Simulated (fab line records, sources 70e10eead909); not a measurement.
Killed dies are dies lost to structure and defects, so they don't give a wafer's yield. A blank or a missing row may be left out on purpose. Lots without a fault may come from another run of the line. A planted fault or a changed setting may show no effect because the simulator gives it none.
Which tool did it? | flow nand_harc | 24 lots, 72 wafers sampled, at 6 steps of a route of 1159

WHAT THE GAUGES READ, wafer by wafer
NHARC_A_CONTACT_CD_MEAS_69: target cd 200 nm.
lot  | measured     | on        | cd_nm (nm)
L076 | day 16 13:37 | cd_sem-03 | 200.7 200.2 200.1
L074 | day 16 19:32 | cd_sem-02 | 200.3 199.9 200.3
L075 | day 16 21:03 | cd_sem-01 | 200.3 200.5 200.3
L077 | day 17 00:00 | cd_sem-02 | 200.5 199.4 199.1
L078 | day 17 02:58 | cd_sem-01 | 201.4 201.0 200.9
L080 | day 18 01:55 | cd_sem-01 | 200.5 200.1 200.7
L079 | day 18 02:04 | cd_sem-01 | 200.4 199.8 199.5
L081 | day 18 04:31 | cd_sem-01 | 198.8 199.1 199.6
L082 | day 18 16:56 | cd_sem-03 | 199.3 200.3 199.3
L083 | day 18 17:28 | cd_sem-01 | 200.0 199.6 199.9
L084 | day 19 03:31 | cd_sem-03 | 199.1 200.1 200.1
L087 | day 19 09:04 | cd_sem-01 | 200.0 200.4 200.5
L088 | day 19 13:38 | cd_sem-03 | 198.5 199.9 198.5
L086 | day 19 22:16 | cd_sem-03 | 199.9 200.4 200.2
L089 | day 20 00:29 | cd_sem-03 | 198.0 200.3 199.4
L085 | day 20 01:37 | cd_sem-03 | 201.1 200.1 200.1
L092 | day 20 14:28 | cd_sem-03 | 199.8 200.1 200.2
L091 | day 20 18:35 | cd_sem-01 | 199.5 198.8 199.0
L090 | day 20 20:22 | cd_sem-03 | 199.0 199.8 199.7
L093 | day 21 06:46 | cd_sem-03 | 199.1 200.1 199.0
L095 | day 22 01:57 | cd_sem-03 | 200.3 199.8 200.0
L097 | day 22 04:03 | cd_sem-03 | 199.6 199.6 199.5
L096 | day 22 06:13 | cd_sem-03 | 200.3 200.2 200.2
L094 | day 22 08:08 | cd_sem-01 | 199.9 199.8 199.2

NHARC_A_BLC_OVL_MEAS_11.
lot  | measured     | on         | overlay_x_nm (nm) | overlay_y_nm (nm)
L076 | day 17 13:49 | overlay-01 | 0.5 0.6 0.5       | -0.3 0.1 0.2
L074 | day 17 15:38 | overlay-01 | -0.2 -0.4 0.1     | 0.3 0.6 1.0
L075 | day 17 16:29 | overlay-01 | -2.4 -1.6 -2.1    | -0.1 -0.1 0.5
L077 | day 17 18:48 | overlay-02 | -1.9 -1.5 -1.4    | -0.9 -0.1 0.1
L078 | day 17 19:33 | overlay-02 | 0.9 0.9 1.0       | 0.7 0.8 0.6
L080 | day 18 14:27 | overlay-01 | -0.6 -0.3 -0.6    | -0.3 -0.2 -0.4
L079 | day 18 15:46 | overlay-02 | 0.2 0.2 0.4       | 0.0 0.2 0.3
L081 | day 18 16:59 | overlay-02 | 0.6 0.9 0.5       | 0.1 -0.1 -0.2
L082 | day 19 14:00 | overlay-01 | -1.3 -0.8 -0.8    | 0.2 0.2 -0.2
L083 | day 19 14:44 | overlay-01 | 1.0 0.3 -0.4      | 2.7 2.6 2.6
L084 | day 19 16:32 | overlay-02 | 1.3 1.6 1.2       | -0.6 0.2 0.0
L087 | day 19 21:23 | overlay-01 | 0.4 0.2 0.4       | 0.5 0.4 0.2
L088 | day 20 08:38 | overlay-01 | -1.7 -1.6 -1.0    | 1.6 1.4 2.0
L086 | day 20 19:18 | overlay-02 | -0.3 -0.4 -0.4    | -1.1 -1.0 -0.9
L089 | day 20 19:56 | overlay-02 | -0.3 -0.2 -0.4    | -1.4 -1.6 -1.5
L085 | day 20 20:40 | overlay-02 | -0.6 -0.4 -0.9    | 0.2 -0.4 0.0
L092 | day 21 03:32 | overlay-01 | -0.7 -0.6 -0.5    | 0.2 0.7 0.4
L091 | day 21 15:14 | overlay-01 | -0.2 -1.1 -0.2    | 0.1 0.1 0.6
L090 | day 21 20:19 | overlay-02 | 0.5 1.0 -0.1      | -0.2 -0.5 0.4
L093 | day 21 23:44 | overlay-02 | 0.6 0.9 0.3       | 1.0 0.4 0.9
L095 | day 22 16:31 | overlay-02 | -0.2 0.2 -0.6     | 0.9 0.7 0.9
L097 | day 22 16:22 | overlay-01 | -1.6 -1.4 -1.2    | 1.0 0.3 0.6
L096 | day 22 23:53 | overlay-02 | 1.6 1.5 1.3       | 0.3 0.0 -0.3
L094 | day 23 05:08 | overlay-01 | -0.3 -0.5 -0.3    | 1.0 1.0 1.1

WHICH TOOL RAN EACH LOT (tool, then ch and the chambers of the sampled wafers, then the start)
lot  | NHARC_A_CONTACT_ETCH_49                       | NHARC_A_CONTACT_ETCH_116             | NHARC_A_CONTACT_DEP_58          | NHARC_A_CONTACT_ETCH_135
L076 | rie_diel-05 ch 0,2,3, day 16 06:48 or earlier | har_cap_etch-03 ch 0,1, day 16 06:48 | pecvd-01 ch 1,2, day 16 12:55   | har_cap_etch-03 ch 0,1, day 17 00:25
L074 | rie_diel-05 ch 0,1,2, day 16 12:01 or earlier | har_cap_etch-03 ch 0,1, day 16 12:01 | pecvd-02 ch 1,2, day 16 18:49   | har_cap_etch-02 ch 0,1, day 17 03:34
L075 | rie_diel-05 ch 0,2,3, day 16 12:44 or earlier | har_cap_etch-01 ch 0,1, day 16 12:44 | pecvd-02 ch 0,1, day 16 20:19   | har_cap_etch-01 ch 0,1, day 17 05:52
L077 | rie_diel-02 ch 0,2,3, day 16 17:29 or earlier | har_cap_etch-02 ch 0,1, day 16 17:29 | pecvd-02 ch 1,2, day 16 23:19   | har_cap_etch-02 ch 0,1, day 17 07:58
L078 | rie_diel-05 ch 1,2, day 16 21:37 or earlier   | har_cap_etch-02 ch 0,1, day 16 21:37 | pecvd-01 ch 0,2, day 17 02:14   | har_cap_etch-01 ch 0,1, day 17 10:58
L080 | rie_diel-05 ch 0,3, day 17 18:11 or earlier   | har_cap_etch-03 ch 0,1, day 17 18:11 | pecvd-02 ch 0,1,2, day 18 01:14 | har_cap_etch-01 ch 0, day 18 10:23
L079 | rie_diel-05 ch 0,1,3, day 17 20:44 or earlier | har_cap_etch-02 ch 0,1, day 17 20:44 | pecvd-03 ch 1,2, day 18 01:16   | har_cap_etch-03 ch 0,1, day 18 11:14
L081 | rie_diel-05 ch 0,1,2, day 17 23:46 or earlier | har_cap_etch-01 ch 0,1, day 17 23:46 | pecvd-02 ch 0,1,2, day 18 03:57 | har_cap_etch-01 ch 0,1, day 18 12:56
L082 | rie_diel-05 ch 0,1,3, day 18 09:47 or earlier | har_cap_etch-03 ch 0,1, day 18 09:47 | pecvd-03 ch 0,1,2, day 18 16:15 | har_cap_etch-02 ch 0,1, day 19 01:11
L083 | rie_diel-13 ch 1,2,3, day 18 10:46 or earlier | har_cap_etch-02 ch 0,1, day 18 10:46 | pecvd-02 ch 0,2, day 18 16:52   | har_cap_etch-03 ch 0,1, day 19 02:38
L084 | rie_diel-05 ch 1,2,3, day 18 21:58 or earlier | har_cap_etch-01 ch 0,1, day 18 21:58 | pecvd-02 ch 1,2, day 19 02:48   | har_cap_etch-02 ch 0,1, day 19 11:42
L087 | rie_diel-05 ch 0,1,2, day 19 04:07 or earlier | har_cap_etch-01 ch 0,1, day 19 04:07 | pecvd-02 ch 0,1,2, day 19 08:20 | har_cap_etch-02 ch 0,1, day 19 17:06
L088 | rie_diel-13 ch 1,2,3, day 19 07:19 or earlier | har_cap_etch-03 ch 0,1, day 19 07:19 | pecvd-02 ch 0,1, day 19 13:04   | har_cap_etch-02 ch 0,1, day 19 22:21
L086 | rie_diel-13 ch 1,2, day 19 16:25 or earlier   | har_cap_etch-01 ch 0,1, day 19 16:25 | pecvd-02 ch 0,2, day 19 21:34   | har_cap_etch-03 ch 1, day 20 07:22
L089 | rie_diel-02 ch 0,1, day 19 19:18 or earlier   | har_cap_etch-03 ch 0,1, day 19 19:18 | pecvd-02 ch 0,1,2, day 19 23:58 | har_cap_etch-02 ch 0,1, day 20 08:22
L085 | rie_diel-02 ch 0,1,2, day 19 20:43 or earlier | har_cap_etch-01 ch 0,1, day 19 20:43 | pecvd-01 ch 0,2, day 20 00:53   | har_cap_etch-03 ch 0,1, day 20 09:27
L092 | rie_diel-05 ch 2,3, day 20 08:26 or earlier   | har_cap_etch-01 ch 0,1, day 20 08:26 | pecvd-01 ch 0,1,2, day 20 13:52 | har_cap_etch-03 ch 0, day 20 23:32
L091 | rie_diel-13 ch 2,3, day 20 12:58 or earlier   | har_cap_etch-02 ch 0,1, day 20 12:58 | pecvd-02 ch 0,2, day 20 17:53   | har_cap_etch-01 ch 0,1, day 21 04:22
L090 | rie_diel-13 ch 0,1,2, day 20 13:26 or earlier | har_cap_etch-01 ch 0,1, day 20 13:26 | pecvd-02 ch 1,2, day 20 19:40   | har_cap_etch-03 ch 0,1, day 21 05:32
L093 | rie_diel-13 ch 2,3, day 21 01:49 or earlier   | har_cap_etch-02 ch 0,1, day 21 01:49 | pecvd-02 ch 0,1,2, day 21 06:04 | har_cap_etch-01 ch 0, day 21 15:05
L095 | rie_diel-05 ch 0,2,3, day 21 19:58 or earlier | har_cap_etch-03 ch 1, day 21 19:58   | pecvd-03 ch 1,2, day 22 01:22   | har_cap_etch-02 ch 0,1, day 22 12:18
L097 | rie_diel-05 ch 0,1, day 21 23:08 or earlier   | har_cap_etch-02 ch 0,1, day 21 23:08 | pecvd-02 ch 0,1,2, day 22 03:20 | har_cap_etch-03 ch 0,1, day 22 12:10
L096 | rie_diel-05 ch 0,1,3, day 22 01:17 or earlier | har_cap_etch-01 ch 0,1, day 22 01:17 | pecvd-03 ch 0,1,2, day 22 05:29 | har_cap_etch-03 ch 0,1, day 22 17:20
L094 | rie_diel-05 ch 0,1,3, day 22 03:22 or earlier | har_cap_etch-03 ch 0,1, day 22 03:22 | pecvd-02 ch 0,2, day 22 07:34   | har_cap_etch-03 ch 0,1, day 22 20:34
- NHARC_A_CONTACT_ETCH_49: etches the open film in N2/H2, target depth 260 nm, time 475.3 s.
- NHARC_A_CONTACT_ETCH_116: etches the open film in C4F8/O2/Ar, time 94 s, target depth 922 nm.
- NHARC_A_CONTACT_DEP_58: deposits SiON, target thk 60 nm.
- NHARC_A_CONTACT_ETCH_135: etches the open film in C4F8/O2/Ar, time 132 s, target depth 1287 nm.

WHAT THE TOOLS THEMSELVES READ (means of the sampled wafers that have a number; where no wafer has one, the mark that the record gives instead)
NHARC_A_CONTACT_ETCH_49.
lot  | tool        | drypump_motor_current_A (A) | oes_product_au (a.u.) | rf_vpp_V (V) | showerhead_plenum_p_Torr (Torr) | throttle_valve_pct (%)
L076 | rie_diel-05 | 6.1                         | 0.993                 | 428.0        | 1.99                            | 14.172
L074 | rie_diel-05 | 5.9                         | 1.001                 | 426.4        | 1.91                            | 14.166
L075 | rie_diel-05 | 6.1                         | 0.997                 | 429.0        | 1.99                            | 14.172
L077 | rie_diel-02 | 5.9                         | 1.009                 | 430.0        | 2.03                            | 14.173
L078 | rie_diel-05 | 5.7                         | 0.995                 | 426.6        | 1.92                            | 14.169
L080 | rie_diel-05 | 5.8                         | 0.987                 | 428.6        | 1.97                            | 14.178
L079 | rie_diel-05 | 5.6                         | 0.995                 | 428.6        | 1.98                            | 14.178
L081 | rie_diel-05 | 5.9                         | 0.995                 | 427.3        | 1.91                            | 14.173
L082 | rie_diel-05 | 5.6                         | 0.986                 | 429.3        | 1.98                            | 14.175
L083 | rie_diel-13 | 5.7                         | 1.000                 | 430.7        | 2.01                            | 14.171
L084 | rie_diel-05 | 5.8                         | 0.995                 | 429.1        | 1.99                            | 14.168
L087 | rie_diel-05 | 5.9                         | 0.992                 | 427.1        | 1.91                            | 14.163
L088 | rie_diel-13 | 5.7                         | 1.002                 | 429.9        | 2.01                            | 14.171
L086 | rie_diel-13 | 5.6                         | 0.997                 | 428.2        | 1.97                            | 14.181
L089 | rie_diel-02 | 6.1                         | 0.992                 | 428.6        | 1.97                            | 14.168
L085 | rie_diel-02 | 5.9                         | 0.998                 | 428.8        | 2.01                            | 14.183
L092 | rie_diel-05 | 6.0                         | 0.983                 | 431.2        | 2.06                            | 14.163
L091 | rie_diel-13 | 5.7                         | 1.000                 | 428.4        | 1.98                            | 14.170
L090 | rie_diel-13 | 5.5                         | 1.005                 | 428.5        | 1.96                            | 14.171
L093 | rie_diel-13 | 5.7                         | 0.998                 | 428.7        | 1.97                            | 14.168
L095 | rie_diel-05 | 6.1                         | 0.993                 | 428.6        | 1.98                            | 14.176
L097 | rie_diel-05 | 5.6                         | 1.009                 | 425.8        | 1.89                            | 14.177
L096 | rie_diel-05 | 5.6                         | 0.996                 | 428.1        | 1.97                            | 14.172
L094 | rie_diel-05 | 5.6                         | 0.993                 | 428.9        | 1.97                            | 14.167

NHARC_A_CONTACT_DEP_58.
lot  | tool     | heater_power_w (W)
L076 | pecvd-01 | 751
L074 | pecvd-02 | 695
L075 | pecvd-02 | 673
L077 | pecvd-02 | 767
L078 | pecvd-01 | 774
L080 | pecvd-02 | 738
L079 | pecvd-03 | 729
L081 | pecvd-02 | 748
L082 | pecvd-03 | 741
L083 | pecvd-02 | 716
L084 | pecvd-02 | 663
L087 | pecvd-02 | 720
L088 | pecvd-02 | 692
L086 | pecvd-02 | 731
L089 | pecvd-02 | 757
L085 | pecvd-01 | 744
L092 | pecvd-01 | 751
L091 | pecvd-02 | 651
L090 | pecvd-02 | 743
L093 | pecvd-02 | 685
L095 | pecvd-03 | 697
L097 | pecvd-02 | 689
L096 | pecvd-03 | 780
L094 | pecvd-02 | 778

THE ANSWER, worked out from the rows above alone
Rule: what is usual is taken from the lots themselves. Put in order of their means at a reading, lots are off if they are a third of the lots or fewer, leave a main group of 4 or more, and stand apart from it by a gap of 3 or more times the standard deviation of the main group's means; of several such gaps the widest counts. A main group whose means are all the same, to the digits that the tables above print for the reading, isn't used. A lot without any number at a reading at which 4 lots or more have one is off too. The other lots that the step has rows for count as sound. The gauges are gone through in route order, then the tools' own readings, and for those a lot's mean is taken as printed above. The first step at which some lot is off is used, and at that step the reading that is off furthest; a lot without a number counts as furthest.
No lot is off at any reading shown: from this, nothing can be told.

WHAT THE SIMULATOR HAD PUT IN
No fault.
